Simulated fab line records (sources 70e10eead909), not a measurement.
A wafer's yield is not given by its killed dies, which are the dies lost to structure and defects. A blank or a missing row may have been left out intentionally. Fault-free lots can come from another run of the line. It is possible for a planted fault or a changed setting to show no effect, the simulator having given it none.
Comparing a struck lot with a sound one ; flow nandHarc ; 15 steps out of a route of 1302
Sound: wafers L282.2, L282.5, L282.6. The struck wafers were L274.2, L274.3, L274.5. The cause is given at the end.
Per side, at each step with rows, come the tool, then ch with its chambers, and then its first start. Under that, the readings that differ: sound wafers ; struck wafers ; difference of the means ; sigmas: that difference in standard deviations of wafers without a fault.
alike: readings whose means differ by less than 2 such deviations, and words and numbers that are the same on both sides. not compared: withheld readings, readings that some wafer has no value for, bounds like >300 that may hide the same value, and numbers for which the record gives no deviation and whose values overlap.
Wherever a step has rows on one side only, a row that says differs or no value, or a row with sigmas, the two part there. When numbers do not overlap yet have no deviation, they are printed without sigmas and do not part them. A reading that every wafer of one side lacks parts them only if that side has two wafers or more.

first, 6 steps without rows for these wafers: NHARC_A_CONTACT_COAT_63 (resist thk 90 nm); NHARC_A_CONTACT_SOFTBAKE_64 (time 55 s); NHARC_A_CONTACT_EBR_65; NHARC_A_CONTACT_EXPOSE_66 (exposes mask A CC 2); NHARC_A_CONTACT_PEB_67 (peb time 65 s); NHARC_A_CONTACT_DEVELOP_68 (develop time 35 s).
NHARC_A_CONTACT_CD_MEAS_69: target cd 300 nm.
  sound on cdSem-01 ch 0, day 28 16:05; struck on cdSem-03 ch 0, day 25 17:32
  alike: cdNm
NHARC_A_CONTACT_OVL_MEAS_70:
  struck on overlay-01, day 25 17:37; sound on overlay-01, day 28 16:10
reading;sound;struck;difference;sigmas
overlayXNm (nm);-0.9 -1.2 -1.1;1.5 0.4 0.6;+1.9;+2
  alike: overlayYNm
NHARC_A_CONTACT_INSPECT_71:
  struck on defectInspect-02, day 25 17:39; sound on defectInspect-02, day 28 16:12
  alike: rawDefectCount
NHARC_A_CONTACT_DESCUM_74: chemistry O2, time 3 s.
  sound on rieDiel-01 ch 0,1,3, day 28 16:17; struck on rieDiel-01 ch 1,2,3, day 25 17:45
  alike: drypumpMotorCurrentA, mfcArSccm, oesProductAu, rfVppV, showerheadPlenumPTorr, throttleValvePct
  not compared: rfHoursCounterH
NHARC_A_CONTACT_ETCH_75: etches the open film in CF4, target depth 39 nm, time 65 s.
  sound on rieDiel-01 ch 0,1,2, day 28 16:50; struck on rieDiel-01 ch 0,1,2, day 25 17:52
  alike: biasW, cf4FlowSccm, drypumpMotorCurrentA, mfcArSccm, oesProductAu, rfVppV, showerheadPlenumPTorr, throttleValvePct
  not compared: rfHoursCounterH
NHARC_A_CONTACT_ETCH_76: etches the open film in N2/H2, target depth 260 nm, time 475.3 s.
  sound: rieDiel-01 ch 0,1; struck: rieDiel-01 ch 0,2,3
  alike: biasW, chamberPressureMTorr, drypumpMotorCurrentA, mfcArSccm, n2FlowSccm, oesProductAu, rfVppV, showerheadPlenumPTorr, throttleValvePct
  not compared: rfHoursCounterH
NHARC_A_CONTACT_ETCH_77: etches the open film in CF4/CHF3, target depth 108.9 nm, time 54.5 s.
  sound on rieDiel-01 ch 1,2,3, day 28 17:17; struck on rieDiel-01 ch 0,1,2, day 25 18:20
  no value came back on the struck wafers for any of 9 readings (biasW (W), cf4FlowSccm (sccm) and others); on the sound wafers biasW (W) reads 200.3 199.7 199.7
  not compared: rfHoursCounterH
NHARC_A_CONTACT_ETCH_78: etches the open film in O2/COS, target depth 5300 nm, time 1378 s.
  sound: rieDiel-01 ch 0,2,3; struck: rieDiel-01 ch 0,3
  alike: biasW, chamberPressureMTorr, cosFlowSccm, drypumpMotorCurrentA, mfcArSccm, oesProductAu, rfVppV, showerheadPlenumPTorr, throttleValvePct
  not compared: rfHoursCounterH
-- the record jumps here: 3 days lie between the struck wafers' starts before and after (it left off in module A_CONTACT and takes up again in module END, whose first step shown is number 1302 of the route) --
NHARC_END_SORT_01:
  only the struck wafers appear in the record here, on prober-01 ch 0 at day 28 08:03; the sound ones have no rows

WHERE THEY PART
At NHARC_A_CONTACT_OVL_MEAS_70 first; at NHARC_END_SORT_01 last (within this record only).

WHY: what had been put in by the simulator
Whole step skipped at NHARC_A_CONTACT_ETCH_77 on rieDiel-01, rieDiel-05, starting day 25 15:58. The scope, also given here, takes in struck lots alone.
